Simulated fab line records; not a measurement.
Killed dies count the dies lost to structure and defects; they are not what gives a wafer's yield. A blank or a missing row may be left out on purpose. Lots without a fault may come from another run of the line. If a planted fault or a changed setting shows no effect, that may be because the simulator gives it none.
A sampling plan put to the test -- flow nand harc -- each of the 39 faults these records tell of, on one fab line, judged from the records of the lots it struck
The plan consists of the line's own looks: route steps at which the wafer is read by a gauge or an inspection but not changed. A look can be judged if struck wafers have a number there and the file gives its usual mean and standard deviation on fault-free wafers. Caught: a look later than the fault's first step finds the struck wafers' mean 4 or more of those standard deviations (sigma) from the usual mean. On the tool: the same test on the tool's own readings at the fault's steps. It also counts as caught if the struck wafers ran another recipe or if their record alone is blank.

## THE FAULTS, as the simulator had put them in
1. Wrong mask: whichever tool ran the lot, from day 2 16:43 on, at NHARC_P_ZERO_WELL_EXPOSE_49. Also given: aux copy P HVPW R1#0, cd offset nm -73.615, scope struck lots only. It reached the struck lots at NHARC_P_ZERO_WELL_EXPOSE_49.
2. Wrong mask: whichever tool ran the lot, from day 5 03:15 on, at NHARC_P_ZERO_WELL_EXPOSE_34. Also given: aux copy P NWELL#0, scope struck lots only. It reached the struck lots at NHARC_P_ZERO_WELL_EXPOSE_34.
3. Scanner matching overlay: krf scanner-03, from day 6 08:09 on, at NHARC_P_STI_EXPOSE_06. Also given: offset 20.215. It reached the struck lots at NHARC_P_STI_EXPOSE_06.
4. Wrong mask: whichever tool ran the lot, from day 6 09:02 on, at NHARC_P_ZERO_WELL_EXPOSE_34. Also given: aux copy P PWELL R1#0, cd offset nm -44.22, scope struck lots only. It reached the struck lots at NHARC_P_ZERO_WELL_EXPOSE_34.
5. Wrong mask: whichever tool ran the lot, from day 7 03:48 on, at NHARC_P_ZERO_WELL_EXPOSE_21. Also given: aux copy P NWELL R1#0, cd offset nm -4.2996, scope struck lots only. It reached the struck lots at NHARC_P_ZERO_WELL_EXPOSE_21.
6. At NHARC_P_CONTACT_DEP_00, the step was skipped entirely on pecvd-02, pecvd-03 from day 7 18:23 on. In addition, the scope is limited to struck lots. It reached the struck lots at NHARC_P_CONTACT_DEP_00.
7. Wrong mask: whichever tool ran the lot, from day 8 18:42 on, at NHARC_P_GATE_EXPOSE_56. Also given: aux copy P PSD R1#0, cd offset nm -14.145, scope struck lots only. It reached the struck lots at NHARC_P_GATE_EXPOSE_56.
8. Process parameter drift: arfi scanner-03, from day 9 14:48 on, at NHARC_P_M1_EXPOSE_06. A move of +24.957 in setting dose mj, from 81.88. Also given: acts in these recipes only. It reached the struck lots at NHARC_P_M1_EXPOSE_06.
9. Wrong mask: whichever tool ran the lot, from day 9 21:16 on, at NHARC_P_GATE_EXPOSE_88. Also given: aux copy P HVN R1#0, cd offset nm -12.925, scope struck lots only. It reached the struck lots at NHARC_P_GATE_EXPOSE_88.
10. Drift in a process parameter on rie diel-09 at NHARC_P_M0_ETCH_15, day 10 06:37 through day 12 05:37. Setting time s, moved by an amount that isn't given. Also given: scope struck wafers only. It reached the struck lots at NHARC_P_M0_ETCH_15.
11. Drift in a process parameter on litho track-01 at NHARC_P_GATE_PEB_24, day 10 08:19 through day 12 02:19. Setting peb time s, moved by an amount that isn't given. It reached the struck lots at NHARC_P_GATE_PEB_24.
12. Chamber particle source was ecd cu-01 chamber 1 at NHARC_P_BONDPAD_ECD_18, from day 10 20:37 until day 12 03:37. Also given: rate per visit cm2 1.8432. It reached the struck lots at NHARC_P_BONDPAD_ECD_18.
13. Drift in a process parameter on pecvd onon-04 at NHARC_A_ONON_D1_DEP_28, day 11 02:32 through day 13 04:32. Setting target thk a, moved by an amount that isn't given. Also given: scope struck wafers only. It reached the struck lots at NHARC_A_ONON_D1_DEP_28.
14. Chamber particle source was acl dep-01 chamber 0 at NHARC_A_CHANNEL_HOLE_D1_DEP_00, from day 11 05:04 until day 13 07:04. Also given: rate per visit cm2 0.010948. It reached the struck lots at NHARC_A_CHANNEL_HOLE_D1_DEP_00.
15. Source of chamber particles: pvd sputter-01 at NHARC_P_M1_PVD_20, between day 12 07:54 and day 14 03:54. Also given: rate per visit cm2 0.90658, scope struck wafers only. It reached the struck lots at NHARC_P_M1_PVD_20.
16. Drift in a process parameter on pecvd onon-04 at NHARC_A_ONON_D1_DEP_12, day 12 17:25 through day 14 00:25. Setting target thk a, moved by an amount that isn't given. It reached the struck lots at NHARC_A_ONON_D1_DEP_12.
17. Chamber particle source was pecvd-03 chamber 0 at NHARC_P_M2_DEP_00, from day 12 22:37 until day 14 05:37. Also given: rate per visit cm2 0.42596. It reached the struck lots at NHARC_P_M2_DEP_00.
18. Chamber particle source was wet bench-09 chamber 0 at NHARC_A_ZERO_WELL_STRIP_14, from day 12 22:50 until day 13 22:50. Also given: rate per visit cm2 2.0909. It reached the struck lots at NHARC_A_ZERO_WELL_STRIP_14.
19. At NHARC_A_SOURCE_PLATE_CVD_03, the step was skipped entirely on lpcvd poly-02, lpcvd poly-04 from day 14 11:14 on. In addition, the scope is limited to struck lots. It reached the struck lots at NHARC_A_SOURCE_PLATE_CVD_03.
20. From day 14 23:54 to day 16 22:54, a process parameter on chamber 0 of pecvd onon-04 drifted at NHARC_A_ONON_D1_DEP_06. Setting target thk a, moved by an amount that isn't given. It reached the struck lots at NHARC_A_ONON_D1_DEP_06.
21. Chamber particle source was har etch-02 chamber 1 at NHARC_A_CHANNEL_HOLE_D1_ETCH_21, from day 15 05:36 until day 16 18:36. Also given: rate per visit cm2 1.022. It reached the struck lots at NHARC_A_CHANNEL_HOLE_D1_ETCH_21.
22. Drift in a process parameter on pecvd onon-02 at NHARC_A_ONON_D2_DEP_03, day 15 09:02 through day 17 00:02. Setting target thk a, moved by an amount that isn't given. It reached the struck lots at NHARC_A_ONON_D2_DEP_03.
23. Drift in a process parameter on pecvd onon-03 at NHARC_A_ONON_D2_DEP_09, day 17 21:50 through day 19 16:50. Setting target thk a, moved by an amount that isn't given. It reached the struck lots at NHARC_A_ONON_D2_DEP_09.
24. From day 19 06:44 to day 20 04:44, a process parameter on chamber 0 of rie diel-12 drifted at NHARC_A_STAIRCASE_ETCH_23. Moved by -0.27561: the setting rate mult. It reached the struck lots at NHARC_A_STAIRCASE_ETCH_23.
25. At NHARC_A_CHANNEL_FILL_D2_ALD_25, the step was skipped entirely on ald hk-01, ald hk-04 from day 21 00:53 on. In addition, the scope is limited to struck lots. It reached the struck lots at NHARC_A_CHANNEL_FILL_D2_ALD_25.
26. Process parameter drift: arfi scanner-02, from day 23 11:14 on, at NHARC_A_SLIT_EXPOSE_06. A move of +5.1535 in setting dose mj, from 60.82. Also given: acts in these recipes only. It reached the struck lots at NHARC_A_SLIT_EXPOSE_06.
27. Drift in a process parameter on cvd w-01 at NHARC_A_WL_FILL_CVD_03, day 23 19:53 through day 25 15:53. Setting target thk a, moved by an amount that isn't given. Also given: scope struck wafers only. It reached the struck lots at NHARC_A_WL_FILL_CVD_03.
28. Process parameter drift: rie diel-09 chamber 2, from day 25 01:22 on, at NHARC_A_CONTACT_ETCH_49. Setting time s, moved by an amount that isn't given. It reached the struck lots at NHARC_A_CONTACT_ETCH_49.
29. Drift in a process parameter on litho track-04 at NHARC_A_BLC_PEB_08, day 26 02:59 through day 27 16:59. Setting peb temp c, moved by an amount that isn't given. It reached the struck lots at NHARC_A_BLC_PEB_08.
30. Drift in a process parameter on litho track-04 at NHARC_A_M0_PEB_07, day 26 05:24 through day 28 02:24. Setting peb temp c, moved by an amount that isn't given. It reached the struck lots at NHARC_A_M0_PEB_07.
31. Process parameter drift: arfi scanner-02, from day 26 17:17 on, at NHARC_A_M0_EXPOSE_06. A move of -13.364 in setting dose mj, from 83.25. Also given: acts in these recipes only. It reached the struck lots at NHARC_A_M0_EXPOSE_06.
32. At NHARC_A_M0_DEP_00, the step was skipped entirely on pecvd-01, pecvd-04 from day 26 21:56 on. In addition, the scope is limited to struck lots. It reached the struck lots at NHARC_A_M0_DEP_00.
33. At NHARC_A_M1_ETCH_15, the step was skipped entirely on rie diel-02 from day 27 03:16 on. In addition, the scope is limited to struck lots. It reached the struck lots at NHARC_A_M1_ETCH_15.
34. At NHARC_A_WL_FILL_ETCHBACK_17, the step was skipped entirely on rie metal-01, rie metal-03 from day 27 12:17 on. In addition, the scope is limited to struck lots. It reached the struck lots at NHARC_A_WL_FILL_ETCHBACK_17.
35. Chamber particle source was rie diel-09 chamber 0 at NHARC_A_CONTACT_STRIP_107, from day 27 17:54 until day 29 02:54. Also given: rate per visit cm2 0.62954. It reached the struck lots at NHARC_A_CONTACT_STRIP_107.
36. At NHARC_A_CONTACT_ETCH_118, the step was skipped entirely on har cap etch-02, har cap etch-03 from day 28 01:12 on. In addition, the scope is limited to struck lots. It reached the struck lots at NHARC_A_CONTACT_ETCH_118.
37. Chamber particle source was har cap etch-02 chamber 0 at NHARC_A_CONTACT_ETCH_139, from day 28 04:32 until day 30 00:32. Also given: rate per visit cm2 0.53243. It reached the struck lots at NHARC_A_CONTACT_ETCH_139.
38. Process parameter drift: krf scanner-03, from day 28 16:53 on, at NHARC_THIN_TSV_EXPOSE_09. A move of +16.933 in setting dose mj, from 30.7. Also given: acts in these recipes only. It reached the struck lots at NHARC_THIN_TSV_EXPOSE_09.
39. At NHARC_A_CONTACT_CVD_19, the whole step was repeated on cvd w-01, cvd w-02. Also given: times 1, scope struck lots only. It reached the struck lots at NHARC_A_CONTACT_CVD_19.

## WHAT THE PLAN SAW
fault,on the tool itself,first look that catches it,"reading, sigma",median hours from its first step to that look,hours from the fault's start to the first struck lot there,judged looks passed uncaught
1,under 2 sigma,NHARC_P_ZERO_WELL_CD_MEAS_52,cd nm -52,0.2,5,0
2,under 2 sigma,NHARC_END_SORT_01,killed at periphery +99 or beyond,539.5,542,0
3,under 2 sigma,not the one look that can be judged after it,"strongest: overlay x nm at NHARC_P_STI_OVL_MEAS_10, +3.1",-,-,1
4,no reading that can be judged,NHARC_P_ZERO_WELL_CD_MEAS_37,cd nm -31,0.2,5,0
5,under 2 sigma,NHARC_P_ZERO_WELL_CD_MEAS_24,cd nm -4.6,0.1,5,0
6,the tool's record is blank for the struck wafers,NHARC_END_SORT_01,killed at periphery +99 or beyond,453.9,462,0
7,under 2 sigma,NHARC_P_GATE_CD_MEAS_59,cd nm -10,0.2,6,0
8,exposure dose mJ cm2 +26 sigma,NHARC_P_M1_CD_MEAS_09,cd nm +27,0.1,27,0
9,under 2 sigma,NHARC_P_GATE_CD_MEAS_91,cd nm -8.9,0.1,8,0
10,run length s -37 sigma,NHARC_END_SORT_01,killed at periphery +99 or beyond,451.6,481,0
11,no reading that can be judged,NHARC_P_GATE_CD_MEAS_26,cd nm -5.1,0.1,3,0
12,under 2 sigma,NHARC_END_SORT_01,killed at periphery +99 or beyond,413.4,420,1
13,no reading that can be judged,NHARC_A_ONON_D1_THK_MEAS_30,thk nm -44,0.5,4,0
14,under 2 sigma,none of the 4 looks that can be judged after it,"strongest: raw defect count at NHARC_A_CHANNEL_HOLE_D1_INSPECT_12, +3.5",-,-,4
15,under 2 sigma,NHARC_END_SORT_01,killed at periphery +40,439.8,456,0
16,no reading that can be judged,NHARC_A_ONON_D1_THK_MEAS_14,thk nm +58,0.5,6,0
17,under 2 sigma,NHARC_P_M2_INSPECT_11,raw defect count +99 or beyond,0.9,9,0
18,no reading that can be judged,NHARC_A_ZERO_WELL_INSPECT_17,raw defect count +99 or beyond,0.9,18,0
19,the tool's record is blank for the struck wafers,NHARC_A_SOURCE_PLATE_THK_MEAS_06,thk nm -68,10.5,19,0
20,under 2 sigma,NHARC_A_ONON_D1_THK_MEAS_08,thk nm -47,0.5,8,0
21,under 2 sigma,NHARC_A_CHANNEL_HOLE_D1_INSPECT_40,raw defect count +24,5.2,11,0
22,no reading that can be judged,NHARC_A_ONON_D2_THK_MEAS_05,thk nm -33,0.5,5,0
23,no reading that can be judged,NHARC_A_ONON_D2_THK_MEAS_11,thk nm +6.4,0.4,24,0
24,oes product au -12 sigma,NHARC_END_SORT_01,killed dies +30,200.7,220,0
25,the tool's record is blank for the struck wafers,NHARC_END_SORT_01,killed at array +31,223.0,232,0
26,exposure dose mJ cm2 +7.6 sigma,NHARC_A_SLIT_CD_MEAS_09,cd nm +5.4,0.1,6,0
27,under 2 sigma,NHARC_END_SORT_01,killed at array +18,96.9,121,1
28,run length s -99 or beyond sigma,NHARC_END_SORT_01,killed at array +31,69.8,88,0
29,plate temp C -92 sigma,NHARC_A_BLC_CD_MEAS_10,cd nm -99 or beyond,0.1,8,0
30,plate temp C -12 sigma,NHARC_A_M0_CD_MEAS_09,cd nm -8.8,0.1,20,0
31,exposure dose mJ cm2 -13 sigma,NHARC_A_M0_CD_MEAS_09,cd nm -17,0.1,3,0
32,the tool's record is blank for the struck wafers,NHARC_END_SORT_01,sort_bin_2_pct +65,42.5,44,0
33,the tool's record is blank for the struck wafers,NHARC_END_SORT_01,sort_bin_2_pct +65,37.3,38,0
34,the tool's record is blank for the struck wafers,NHARC_END_SORT_01,killed dies +31,87.9,83,1
35,no reading that can be judged,not the one look that can be judged after it,"strongest: killed at array at NHARC_END_SORT_01, +3.3",-,-,1
36,the tool's record is blank for the struck wafers,NHARC_END_SORT_01,killed at array +31,68.3,70,0
37,no reading that can be judged,none of the 2 looks that can be judged after it,"strongest: killed at array at NHARC_END_SORT_01, +3.9",-,-,2
38,exposure dose mJ cm2 +99 or beyond sigma,NHARC_THIN_TSV_CD_MEAS_12,cd nm +7.2,0.2,22,0
39,under 2 sigma,not the one look that can be judged after it,-,-,-,1
A dash: this means the fault isn't caught or the number doesn't appear in these records.

Caught at a look: 34 of 39. Caught on the tool: 16 of 39. By one or the other: 34 of 39.
Caught at a look alone: faults 1, 2, 4, 5, 7, 9, 11, 12, 13, 15, 16, 17, 18, 20, 21, 22, 23, 27.
Caught by neither: faults 3, 14, 35, 37, 39.

## THINNER SAMPLING
If the look that catches a fault measured only every second or every third lot, by lot number, the first struck lot would be measured this late in the worst case:
fault,"struck lots at that look, in order of time",every lot,every second lot,every third lot
1,L875,5 h,may miss it,may miss it
2,L703,542 h,may miss it,may miss it
4,L349,5 h,may miss it,may miss it
5,L627,5 h,may miss it,may miss it
6,"L834, L835, L836",462 h,470 h,470 h
7,L227,6 h,may miss it,may miss it
8,"L626, L628",27 h,may miss all 2,may miss all 2
9,L858,8 h,may miss it,may miss it
10,L947,481 h,may miss it,may miss it
11,"L395, L397, L398",3 h,39 h,may miss all 3
12,"L678, L677",420 h,422 h,may miss all 2
13,"L623, L624",4 h,14 h,may miss all 2
15,"L644, L645",456 h,479 h,may miss all 2
16,"L534, L535",6 h,12 h,may miss all 2
17,"L234, L236",9 h,may miss all 2,may miss all 2
18,L367,18 h,may miss it,may miss it
19,"L171, L172",19 h,26 h,may miss all 2
20,"L743, L744",8 h,15 h,may miss all 2
21,"L818, L820",11 h,may miss all 2,may miss all 2
22,"L608, L611",5 h,36 h,may miss all 2
23,"L807, L810",24 h,30 h,may miss all 2
24,"L456, L457",220 h,220 h,may miss all 2
25,"L549, L551, L550",232 h,241 h,241 h
26,"L417, L416, L418, L419",6 h,7 h,32 h
27,"L475, L478",121 h,135 h,may miss all 2
28,L740,88 h,may miss it,may miss it
29,"L621, L622",8 h,34 h,may miss all 2
30,"L610, L613",20 h,36 h,may miss all 2
31,"L837, L841",3 h,may miss all 2,may miss all 2
32,"L379, L382",44 h,60 h,may miss all 2
33,"L326, L329",38 h,55 h,may miss all 2
34,"L196, L197, L198",83 h,91 h,113 h
36,"L881, L880",70 h,72 h,may miss all 2
38,"L788, L791, L793",22 h,39 h,may miss all 3
Hours: fault start to first struck lot measured. The test against the limit of 4 sigma pooled every struck wafer, which means one lot taken alone may stay below that limit. Other struck lots may not be in these records.

## THE LONGEST TIMED WAY FROM STEP TO LOOK
Fault 2: median gap of 539.5 hours between NHARC_P_ZERO_WELL_EXPOSE_34 and NHARC_END_SORT_01. No look between them can be judged.
